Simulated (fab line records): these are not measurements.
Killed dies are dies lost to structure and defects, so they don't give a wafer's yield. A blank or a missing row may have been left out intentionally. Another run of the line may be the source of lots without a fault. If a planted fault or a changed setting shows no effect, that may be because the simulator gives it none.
Matching of chambers / flow nandHarc / NHARC_A_STAIRCASE_DEP_280 on pecvd-04 has 3 sister chambers
The step deposits SiON, target thk 30 nm. 20 wafers are shown with their chamber, then 10 later ones without.

## WAFERS WITH THEIR CHAMBER
wafer=L075.1; chamber=1; heaterPowerW (W)=862
wafer=L075.4; chamber=1; heaterPowerW (W)=906
wafer=L075.5; chamber=0; heaterPowerW (W)=799
wafer=L078.1; chamber=2; heaterPowerW (W)=853
wafer=L078.3; chamber=0; heaterPowerW (W)=834
wafer=L078.6; chamber=1; heaterPowerW (W)=1034
wafer=L080.3; chamber=0; heaterPowerW (W)=832
wafer=L080.4; chamber=1; heaterPowerW (W)=993
wafer=L080.5; chamber=0; heaterPowerW (W)=847
wafer=L081.2; chamber=0; heaterPowerW (W)=804
wafer=L081.3; chamber=2; heaterPowerW (W)=801
wafer=L081.5; chamber=1; heaterPowerW (W)=880
wafer=L081.1; chamber=1; heaterPowerW (W)=853
wafer=L081.4; chamber=2; heaterPowerW (W)=783
wafer=L081.6; chamber=0; heaterPowerW (W)=822
wafer=L089.2; chamber=0; heaterPowerW (W)=772
wafer=L089.3; chamber=1; heaterPowerW (W)=908
wafer=L089.5; chamber=2; heaterPowerW (W)=839
wafer=L092.1; chamber=0; heaterPowerW (W)=787
wafer=L092.2; chamber=2; heaterPowerW (W)=798

SIGNATURES, as means of the wafers listed above
reading=heaterPowerW; chamber 0=812.12; chamber 1=919.43; chamber 2=814.80; scatter within a chamber=46.2
Rule: for each reading, subtract the chamber's mean from the wafer's reading, divide by that reading's scatter and square the result; add these up over the readings and take the root, which gives the wafer's distance from the chamber. If the next closest chamber is less than 2 further off than the closest, the wafer can't be placed; otherwise it belongs to the closest. How the scatter is found: for the shown wafers, subtract from each reading the mean of its chamber, square and add these, divide the total by (wafers less chambers), then take the root.

## WAFERS WITH NO CHAMBER GIVEN
wafer=L092.5; heaterPowerW (W)=826
wafer=L093.2; heaterPowerW (W)=898
wafer=L093.4; heaterPowerW (W)=753
wafer=L093.5; heaterPowerW (W)=935
wafer=L096.1; heaterPowerW (W)=930
wafer=L096.2; heaterPowerW (W)=875
wafer=L096.5; heaterPowerW (W)=818
wafer=L095.3; heaterPowerW (W)=977
wafer=L095.5; heaterPowerW (W)=757
wafer=L095.6; heaterPowerW (W)=836

## EACH ONE'S CHAMBER
wafer=L092.5; from the rows above=can't be placed: 2 or 0 or 1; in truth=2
wafer=L093.2; from the rows above=can't be placed: 1 or 2 or 0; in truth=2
wafer=L093.4; from the rows above=can't be placed: 0 or 2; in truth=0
wafer=L093.5; from the rows above=1; in truth=1
wafer=L096.1; from the rows above=1; in truth=1
wafer=L096.2; from the rows above=can't be placed: 1 or 2 or 0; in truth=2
wafer=L096.5; from the rows above=can't be placed: 2 or 0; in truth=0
wafer=L095.3; from the rows above=1; in truth=1
wafer=L095.5; from the rows above=can't be placed: 0 or 2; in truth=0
wafer=L095.6; from the rows above=can't be placed: 2 or 0 or 1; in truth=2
Correctly placed: 3 of 10. These rows do not allow placing 7 (true chamber among the candidates in 7). Placed wrongly: 0.
